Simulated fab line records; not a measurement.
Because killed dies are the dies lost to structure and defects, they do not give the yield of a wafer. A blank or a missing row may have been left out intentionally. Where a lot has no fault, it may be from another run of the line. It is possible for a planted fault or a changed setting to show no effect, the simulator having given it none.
A struck lot beside a sound one	flow n5 finfet	16 out of 1938 route steps
Sound: wafers L132.1, L132.3, L132.4. Struck: wafer L141.2 (left out: L141.4, L141.5 of the same lot, which were not struck); the cause appears at the end.
Order at every step that has rows: each side's tool, ch and its chambers, its first start. Under that, the readings that differ: sound wafers	struck wafers	difference of the means	sigmas: that difference in standard deviations of wafers without a fault.
alike: a reading whose means differ by less than 2 such deviations, as well as words and numbers matching on both sides. not compared: withheld readings; readings where some wafer has no value; bounds like >300 that might hide an equal value; numbers whose values overlap and for which the record gives no deviation.
A row with sigmas, a row that says differs or no value, or rows on one side alone: a step with any of these is where the two part. Numbers that have no deviation but don't overlap get no sigmas and don't part them. A reading missing from all wafers of one side parts the sides only when that side holds two or more wafers.

first, 6 steps without rows for these wafers: N5_BEOL_M1_COAT_05 (resist thk 30 nm); N5_BEOL_M1_EBR_07; N5_BEOL_M1_SOFTBAKE_06 (time 60 s); N5_BEOL_M1_EXPOSE_08 (exposes mask M1); N5_BEOL_M1_PEB_09 (peb time 60 s); N5_BEOL_M1_DEVELOP_10 (develop time 30 s).
N5_BEOL_M1_CD_MEAS_11: the cd target is 17.05 nm.
  sound on cd sem-02 ch 0, day 7 14:06; struck on cd sem-01 ch 0, day 9 22:22
  alike: cd nm
N5_BEOL_M1_OVL_MEAS_12:
  sound on overlay-02 ch 0, day 7 14:08; struck on overlay-02 ch 0, day 9 22:24
reading	sound	struck	difference	sigmas
M1_OVL (nm)	1.9 1.2 1.3	-0.5	-2.0	-3
N5_BEOL_M1_INSPECT_13: inspects for defects (brightfield).
  sound on defect inspect-02 at day 7 14:11; struck on defect inspect-02 at day 9 22:28
  alike: raw defect count
N5_BEOL_M1_DESCUM_16: chemistry O2, time 7 s.
  sound on rie diel-04 ch 1,2, day 7 14:19; struck on rie diel-04 ch 0, day 9 22:29
  alike: chamber pressure mTorr, drypump motor current A, oes product au, rf fwd power W, rf vpp V, showerhead plenum p Torr, throttle valve pct
  not compared: rf hours counter h
N5_BEOL_M1_ETCH_74: etches underlayer in N2/H2, target depth 6.5 nm, time 5.2 s.
  sound on rie diel-04 ch 1,2, day 7 14:20; struck on rie diel-04 ch 0, day 9 22:31
reading	sound	struck	difference	sigmas
chamber pressure mTorr (mTorr)	30.03 29.98 30.03	29.92	-0.09	-2
  alike: bias w, drypump motor current A, etch rf on time s, oes product au, rf fwd power W, rf vpp V, showerhead plenum p Torr, throttle valve pct
  not compared: rf hours counter h
N5_BEOL_M1_ETCH_63: etches SiARC in CF4, target depth 15.6 nm, time 26 s.
  sound on rie diel-04 ch 1,2, day 7 14:22; struck on rie diel-04 ch 0, day 9 22:32
  alike: bias w, chamber pressure mTorr, drypump motor current A, etch rf on time s, oes product au, rf fwd power W, rf vpp V, showerhead plenum p Torr, throttle valve pct
  not compared: rf hours counter h
N5_BEOL_M1_ETCH_64: etches SOC in N2/H2, target depth 75 nm, overetch 15 nm, time 112.5 s.
  sound on rie diel-04 ch 1,2, day 7 14:23; struck on rie diel-04 ch 0, day 9 22:34
reading	sound	struck	difference	sigmas
bias w (W)	149.6 150.0 149.9	140.2	-9.6	-22
rf vpp V (V)	522.4 526.0 524.9	497.7	-26.7	-11
  alike: chamber pressure mTorr, drypump motor current A, oes product au, rf fwd power W, showerhead plenum p Torr, throttle valve pct
  not compared: rf hours counter h, model.SiARC_of_BEOL_M1_COAT_62.thk nm
then, 1 step without rows for these wafers: N5_BEOL_M1_STRIP_65 (strips in N2/H2).
-- record jumps: 2 days separate the struck wafers' starts on either side; left off in module BEOL_M1, taken up again in module BEOL_M4, whose first shown step is the route's number 1111 --
N5_BEOL_M4_RC_MEAS_101:
  sound on prober-02 ch 0, day 9 17:53; struck on prober-01 ch 0, day 12 04:56
  alike: DIBL_N, DIBL_P, IOFF_N, IOFF_P, ION_N, ION_P, SS_N, SS_P, VT_N, VT_P
-- here the record skips 4 days between the struck wafers' starts before and after, leaving off in module BEOL_M4 and picking up in module PASSIVATION (first step shown: number 1936 of the route) --
N5_PASSIVATION_PROBE_49:
  sound on prober-01 at day 13 20:16; struck on prober-02 at day 16 05:09
  alike: defect limited yield, killed_at_M0_to_M3, killed_at_M4_up, killed at contacts, killed at front end, killed at other, killed dies, killed open, killed short, sort_bin_5_function, sort_bin_6_memory, sort_bin_8_speed, sort n pass, sort yield pct

WHERE THEY PART
First at N5_BEOL_M1_OVL_MEAS_12; last, within this record, at N5_BEOL_M1_ETCH_64. Later steps at which nothing parts them and some readings are alike: N5_BEOL_M4_RC_MEAS_101, N5_PASSIVATION_PROBE_49.

WHY: the cause the simulator had injected
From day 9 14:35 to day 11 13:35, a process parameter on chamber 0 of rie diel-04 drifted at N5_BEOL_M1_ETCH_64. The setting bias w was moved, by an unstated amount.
